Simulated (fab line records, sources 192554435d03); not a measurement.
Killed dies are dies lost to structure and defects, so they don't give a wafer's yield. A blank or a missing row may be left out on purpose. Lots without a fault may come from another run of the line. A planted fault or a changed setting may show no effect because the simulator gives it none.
Which tool did it? | flow n5_finfet | 9 lots, 27 wafers sampled, at 4 steps of a route of 1938

WHAT THE GAUGES READ, wafer by wafer
N5_BEOL_M1_INSPECT_59: inspects for defects (darkfield).
lot  | measured     | on                | raw_defect_count
L270 | day 7 11:19  | defect_inspect-01 | 46 99 96
L271 | day 7 22:47  | defect_inspect-01 | 40 31 59
L272 | day 8 01:41  | defect_inspect-01 | 58 91 91
L274 | day 8 20:55  | defect_inspect-01 | 78 93 46
L275 | day 9 06:05  | defect_inspect-02 | 74 485 77
L280 | day 10 00:47 | defect_inspect-01 | 479 531 69
L286 | day 12 03:21 | defect_inspect-01 | 67 96 70
L289 | day 12 11:48 | defect_inspect-02 | 67 56 63
L288 | day 12 15:10 | defect_inspect-01 | 51 85 57

WHICH TOOL RAN EACH LOT (tool, then ch and the chambers of the sampled wafers, then the start)
lot  | N5_BEOL_M1_SPUTTER_86        | N5_BEOL_M1_ANNEAL_91         | N5_BEOL_M1_CO_CAP_55
L270 | pvd_sputter-01, day 7 09:05  | pvd_sputter-01, day 7 09:36  | cvd_co-01 ch 0,1, day 7 11:05
L271 | pvd_sputter-01, day 7 20:32  | pvd_sputter-01, day 7 21:03  | cvd_co-02 ch 0,1, day 7 22:34
L272 | pvd_sputter-01, day 7 23:21  | pvd_sputter-01, day 7 23:52  | cvd_co-01 ch 1,2, day 8 01:28
L274 | pvd_sputter-01, day 8 18:44  | pvd_sputter-01, day 8 19:16  | cvd_co-02 ch 1,2, day 8 20:43
L275 | pvd_sputter-01, day 9 03:54  | pvd_sputter-01, day 9 04:25  | cvd_co-01 ch 0,1,2, day 9 05:52
L280 | pvd_sputter-02, day 9 22:37  | pvd_sputter-02, day 9 23:08  | cvd_co-01 ch 0,1, day 10 00:35
L286 | pvd_sputter-02, day 12 01:11 | pvd_sputter-02, day 12 01:42 | cvd_co-02 ch 0,1,2, day 12 03:08
L289 | pvd_sputter-03, day 12 09:38 | pvd_sputter-03, day 12 10:09 | cvd_co-01 ch 0,1,2, day 12 11:35
L288 | pvd_sputter-03, day 12 12:49 | pvd_sputter-03, day 12 13:20 | cvd_co-01 ch 0,2, day 12 14:52
- N5_BEOL_M1_SPUTTER_86: material Cu, target thk 4.5 nm, time 8.29 s.
- N5_BEOL_M1_ANNEAL_91: time 240 s.
- N5_BEOL_M1_CO_CAP_55: material Co, precursor CCTBA/H2, target thk 2 nm, time 102.1 s.

THE ANSWER, worked out from the rows above alone
Rule: what is usual is taken from the lots themselves. Put in order of their means at a reading, lots are off if they are a third of the lots or fewer, leave a main group of 4 or more, and stand apart from it by a gap of 3 or more times the standard deviation of the main group's means; of several such gaps the widest counts. A main group whose means are all the same, to the digits that the tables above print for the reading, isn't used. A lot without any number at a reading at which 4 lots or more have one is off too. The other lots that the step has rows for count as sound.
Off: L275, L280, at N5_BEOL_M1_INSPECT_59 (raw_defect_count). The main group: mean 69, standard deviation 12.
A tool fits if, at a process step before that reading, it ran every lot that is off, and no sound lot after the first of them. The gauges at N5_BEOL_M1_INSPECT_59 are tried like those tools. None of those tried fits.

WHAT THE SIMULATOR HAD PUT IN
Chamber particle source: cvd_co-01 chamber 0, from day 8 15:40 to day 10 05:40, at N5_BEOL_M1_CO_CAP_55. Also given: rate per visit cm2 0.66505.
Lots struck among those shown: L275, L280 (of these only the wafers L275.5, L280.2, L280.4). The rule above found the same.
